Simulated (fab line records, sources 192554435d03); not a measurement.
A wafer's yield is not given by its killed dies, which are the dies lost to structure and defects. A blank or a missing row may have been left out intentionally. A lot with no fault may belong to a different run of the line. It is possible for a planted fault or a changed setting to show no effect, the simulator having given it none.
Which tool is to blame? -- flow n5-finfet -- 24 lots, 72 wafers sampled, at 4 steps of a route of 1938

WHAT THE GAUGES READ, wafer by wafer
N5_WELL_APT_CD_MEAS_08 targets a cd of 200 nm. Usual: 199.9 nm for cd-nm, sd 2.
lot,measured,on,cd-nm (nm),flag
L074,day 1 13:50,cd-sem-03,200.3 199.5 198.2,
L075,day 1 19:41,cd-sem-01,200.3 201.5 204.4,
L076,day 2 01:55,cd-sem-03,200.7 199.7 199.9,
L077,day 2 07:41,cd-sem-03,196.9 199.8 202.7,
L078,day 2 13:43,cd-sem-02,199.6 201.3 201.1,
L079,day 2 19:51,cd-sem-01,199.6 197.2 197.2,
L080,day 3 01:41,cd-sem-03,198.1 197.8 198.8,
L081,day 3 07:56,cd-sem-02,199.7 201.4 195.1,
L082,day 3 13:41,cd-sem-01,201.7 205.1 201.9,
L083,day 3 19:34,cd-sem-02,202.3 199.7 200.7,
L084,day 4 01:49,cd-sem-03,200.0 201.9 201.8,
L085,day 4 07:41,cd-sem-01,198.5 198.5 200.2,
L086,day 4 13:43,cd-sem-01,198.0 200.5 197.7,
L087,day 4 19:43,cd-sem-03,198.2 196.8 199.4,
L088,day 5 01:44,cd-sem-03,197.9 197.1 201.6,
L089,day 5 07:37,cd-sem-03,199.2 201.4 201.1,
L090,day 5 13:49,cd-sem-03,201.6 203.9 200.2,
L091,day 5 19:52,cd-sem-03,201.1 200.3 201.4,
L092,day 6 01:44,cd-sem-02,202.7 197.7 199.5,
L093,day 6 08:13,cd-sem-03,202.0 200.5 200.8,
L094,day 6 13:34,cd-sem-01,197.2 201.2 199.5,
L095,day 6 19:49,cd-sem-03,197.1 199.2 198.6,
L096,day 7 01:49,cd-sem-03,199.8 198.9 200.7,
L097,day 7 07:34,cd-sem-03,200.8 200.5 203.8,

N5_WELL_APT_INSPECT_27: inspects for defects (macro). Usual: 2.2 for raw-defect-count, sd 1.5.
lot,measured,on,raw-defect-count,flag
L074,day 1 15:08,defect-inspect-02,0 1 1,
L075,day 1 20:59,defect-inspect-01,2 2 2,
L076,day 2 03:13,defect-inspect-01,0 1 2,
L077,day 2 09:04,defect-inspect-01,3 1 1,
L078,day 2 15:14,defect-inspect-01,2 6 3,
L079,day 2 21:09,defect-inspect-01,1 0 1,
L080,day 3 03:10,defect-inspect-01,1 1 2,
L081,day 3 09:38,defect-inspect-02,2 3 2,
L082,day 3 14:59,defect-inspect-02,2 2 3,
L083,day 3 20:57,defect-inspect-02,5 1 1,
L084,day 4 03:07,defect-inspect-02,3 4 4,
L085,day 4 09:02,defect-inspect-02,0 3 1,
L086,day 4 15:01,defect-inspect-02,1 1 0,
L087,day 4 20:53,defect-inspect-02,3 1 2,
L088,day 5 03:29,defect-inspect-01,6 1 1,
L089,day 5 08:56,defect-inspect-01,2 4 4,
L090,day 5 14:59,defect-inspect-02,0 2 1,
L091,day 5 21:16,defect-inspect-02,0 1 0,
L092,day 6 03:09,defect-inspect-02,5 3 3,
L093,day 6 09:23,defect-inspect-02,3 3 3,
L094,day 6 15:16,defect-inspect-01,2 4 3,
L095,day 6 21:22,defect-inspect-02,3 1 2,
L096,day 7 03:07,defect-inspect-01,3 2 1,
L097,day 7 08:59,defect-inspect-02,2 4 0,

TOOL THAT RAN EACH LOT (tool first, then ch and the chambers of the sampled wafers, then the start)
lot,N5_ZERO_LAYER_ETCH_18,N5_WELL_APT_DESCUM_13
L074,"rie-si-04 ch 0,1, day 1 12:56","rie-diel-01 ch 0,2,3, day 1 13:55"
L075,"rie-si-04 ch 0,1, day 1 18:47","rie-diel-02 ch 1,2, day 1 19:46"
L076,"rie-si-04 ch 0,3, day 2 01:01","rie-diel-05 ch 2,3, day 2 01:59"
L077,"rie-si-03 ch 0,2,3, day 2 06:47","rie-diel-05 ch 0,1,2, day 2 07:52"
L078,"rie-si-03 ch 0,3, day 2 12:49","rie-diel-02 ch 0,3, day 2 14:01"
L079,"rie-si-02 ch 1,2,3, day 2 18:57","rie-diel-05 ch 0,1,3, day 2 20:04"
L080,"rie-si-03 ch 0,1, day 3 00:48","rie-diel-01 ch 1,2,3, day 3 02:03"
L081,"rie-si-02 ch 0,1,3, day 3 07:03","rie-diel-05 ch 0,1,2, day 3 08:25"
L082,"rie-si-04 ch 0,2,3, day 3 12:47","rie-diel-01 ch 1,2,3, day 3 13:47"
L083,"rie-si-03 ch 0,1, day 3 18:47","rie-diel-02 ch 0,2,3, day 3 19:44"
L084,"rie-si-03 ch 0,1, day 4 00:55","rie-diel-02 ch 0,1,2, day 4 01:53"
L085,"rie-si-03 ch 0,3, day 4 06:55","rie-diel-02 ch 2,3, day 4 07:49"
L086,"rie-si-03 ch 0,3, day 4 12:50","rie-diel-02 ch 0,1,3, day 4 13:49"
L087,"rie-si-02 ch 2,3, day 4 18:48","rie-diel-02 ch 0,1,2, day 4 19:47"
L088,"rie-si-04 ch 0,1,3, day 5 00:58","rie-diel-02 ch 0,1,3, day 5 02:16"
L089,"rie-si-04 ch 0,2,3, day 5 06:47","rie-diel-02 ch 0,1,3, day 5 07:41"
L090,"rie-si-02 ch 0,1,2, day 5 12:55","rie-diel-02 ch 0,1,2, day 5 13:53"
L091,"rie-si-03 ch 1,2, day 5 18:59","rie-diel-01 ch 1,2,3, day 5 20:11"
L092,"rie-si-04 ch 0,1,3, day 6 00:51","rie-diel-02 ch 0,1,2, day 6 01:55"
L093,"rie-si-04 ch 1,2,3, day 6 07:26","rie-diel-05 ch 1,2,3, day 6 08:18"
L094,"rie-si-02 ch 1,2,3, day 6 12:47","rie-diel-01 ch 0,2,3, day 6 14:03"
L095,"rie-si-04 ch 0,1,3, day 6 18:55","rie-diel-05 ch 0,2,3, day 6 19:54"
L096,"rie-si-04 ch 1,2, day 7 00:55","rie-diel-01 ch 1,3, day 7 01:54"
L097,"rie-si-03 ch 0,1,2, day 7 06:47","rie-diel-02 ch 0,1,3, day 7 07:46"
- N5_ZERO_LAYER_ETCH_18: etches Si in HBr/Cl2, target depth 120 nm, time 40 s.
- N5_WELL_APT_DESCUM_13: chemistry O2, time 7.9 s.

AS READ BY THE TOOLS THEMSELVES (means over the sampled wafers that have a number; for cases with no such wafer, the mark the record gives instead)
N5_ZERO_LAYER_ETCH_18. Usual: drypump-motor-current-A 5.8 A, standard deviation 0.4; oes-product-au 1.001 a.u., standard deviation 0.014; throttle-valve-pct 36.4 %, standard deviation 0.5.
lot,tool,drypump-motor-current-A (A),oes-product-au (a.u.),throttle-valve-pct (%),flag
L074,rie-si-04,6.3,0.993,36.4,
L075,rie-si-04,6.2,0.999,36.8,
L076,rie-si-04,5.8,1.007,36.6,
L077,rie-si-03,5.9,1.010,36.2,
L078,rie-si-03,6.2,1.010,36.0,
L079,rie-si-02,5.5,0.986,36.6,
L080,rie-si-03,5.9,0.996,36.2,
L081,rie-si-02,5.7,0.984,36.5,
L082,rie-si-04,5.7,1.009,36.4,
L083,rie-si-03,5.8,1.005,36.2,
L084,rie-si-03,5.9,1.001,36.2,
L085,rie-si-03,6.2,1.010,36.0,
L086,rie-si-03,6.2,1.021,36.3,
L087,rie-si-02,5.4,1.002,36.6,
L088,rie-si-04,6.1,1.007,36.5,
L089,rie-si-04,5.7,1.004,36.5,
L090,rie-si-02,5.7,0.981,36.7,
L091,rie-si-03,5.5,1.005,36.6,
L092,rie-si-04,6.1,1.000,36.5,
L093,rie-si-04,5.8,1.001,36.0,
L094,rie-si-02,5.5,0.988,36.6,
L095,rie-si-04,6.0,1.002,36.5,
L096,rie-si-04,5.6,0.998,35.7,
L097,rie-si-03,5.7,0.998,36.3,

N5_WELL_APT_DESCUM_13. Usual: drypump-motor-current-A 5.68 A, standard deviation 0.28; oes-product-au 0.78 a.u., standard deviation 0.078; rf-vpp-V 242.8 V, standard deviation 1.5; showerhead-plenum-p-Torr 2.08 Torr, standard deviation 0.084; temp-c 40.00 C, standard deviation 0.12; throttle-valve-pct 20.51 %, standard deviation 0.16.
lot,tool,drypump-motor-current-A (A),oes-product-au (a.u.),rf-vpp-V (V),showerhead-plenum-p-Torr (Torr),temp-c (C),throttle-valve-pct (%),flag
L074,rie-diel-01,5.77,0.79,243.1,2.07,40.10,20.53,
L075,rie-diel-02,5.56,0.77,241.4,1.99,39.99,20.49,
L076,rie-diel-05,5.68,0.86,242.3,2.12,39.95,20.50,
L077,rie-diel-05,5.89,0.75,243.3,2.14,40.04,20.54,
L078,rie-diel-02,5.66,0.78,241.6,2.05,39.97,20.56,
L079,rie-diel-05,5.97,0.79,244.8,2.20,39.97,20.42,
L080,rie-diel-01,5.63,0.79,243.9,2.10,40.04,20.30,
L081,rie-diel-05,5.89,0.74,243.4,2.13,39.98,20.55,
L082,rie-diel-01,5.64,0.78,243.1,2.09,40.06,20.31,
L083,rie-diel-02,5.51,0.81,243.1,2.07,39.96,20.57,
L084,rie-diel-02,5.64,0.77,242.6,2.01,40.07,20.52,
L085,rie-diel-02,5.36,0.81,242.9,2.09,39.85,20.61,
L086,rie-diel-02,5.65,0.74,241.6,2.02,40.12,20.58,
L087,rie-diel-02,5.62,0.76,241.1,2.01,40.14,20.53,
L088,rie-diel-02,5.63,0.74,241.7,2.02,40.08,20.58,
L089,rie-diel-02,5.61,0.74,242.3,2.02,40.06,20.59,
L090,rie-diel-02,5.62,0.75,242.3,2.01,40.08,20.54,
L091,rie-diel-01,5.64,0.76,243.1,2.09,39.94,20.34,
L092,rie-diel-02,5.60,0.76,241.1,2.01,39.94,20.54,
L093,rie-diel-05,5.73,0.79,243.4,2.16,39.81,20.53,
L094,rie-diel-01,5.75,0.84,242.9,2.06,39.98,20.45,
L095,rie-diel-05,5.88,0.77,243.8,2.14,39.87,20.50,
L096,rie-diel-01,5.36,0.81,243.7,2.14,39.97,20.29,
L097,rie-diel-02,5.63,0.72,242.3,2.02,40.06,20.61,

THE ANSWER, worked out from the rows above alone
Rule: a lot is off if the mean of its wafers that have a number lies more than 3 standard deviations from the usual mean. Also off: a lot with no number at a reading for which 4 or more lots have one. Where the step has rows for the other lots, those lots are counted as sound. The gauges are gone through in route order, then the tools' own readings, and for those a lot's mean is taken as printed above. At the first step where some lot is off, the reading lying furthest off is the one used; lots without a number count as furthest.
No lot is off at any reading shown: from this, nothing can be told.

WHAT WAS PUT IN BY THE SIMULATOR
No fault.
